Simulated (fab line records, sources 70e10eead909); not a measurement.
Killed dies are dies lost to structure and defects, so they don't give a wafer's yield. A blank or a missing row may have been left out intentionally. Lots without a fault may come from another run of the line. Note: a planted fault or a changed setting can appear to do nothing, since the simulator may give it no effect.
Matching of chambers | flow nand harc | NHARC_A_SLIT_ETCH_24 on rie diel-01 has 4 sister chambers
The step etches the open film in CF4/CHF3, target depth 121 nm, time 60.5 s. 4 wafers are shown with their chamber, then 8 later ones without.

## EACH WAFER AND ITS CHAMBER
wafer  | chamber | drypump motor current A (A)
L082.4 | 0       | 6.3
L084.4 | 3       | 6.7
L084.5 | 1       | 5.4
L088.1 | 2       | 5.3

## WAFERS MISSING THEIR CHAMBER
wafer  | drypump motor current A (A)
L088.4 | 6.7
L088.5 | 6.3
L090.1 | 6.7
L090.4 | 5.5
L090.6 | 6.3
L095.2 | 6.7
L095.3 | 5.3
L095.5 | 6.7

## EACH ONE'S CHAMBER
wafer  | from the rows above | in truth
L088.4 | 3                   | 3
L088.5 | 0                   | 0
L090.1 | 3                   | 3
L090.4 | 1                   | 1
L090.6 | 0                   | 0
L095.2 | 3                   | 3
L095.3 | 2                   | 2
L095.5 | 3                   | 3
Correct placement for 8 of the 8. Not placeable from these rows: 0. Number placed wrongly: 0.
How it was worked out, from the rows above alone: a wafer's distance from a chamber is the root of the sum, over the readings, of the square of ((its reading less the chamber's mean) divided by the reading's scatter). If the next closest chamber is less than 2 further off than the closest, the wafer can't be placed; otherwise it belongs to the closest. For every chamber, the mean is computed from those of its wafers that are shown. The scatter: root of mean squared gap, hidden wafer to nearest shown wafer, with one shown wafer a chamber.
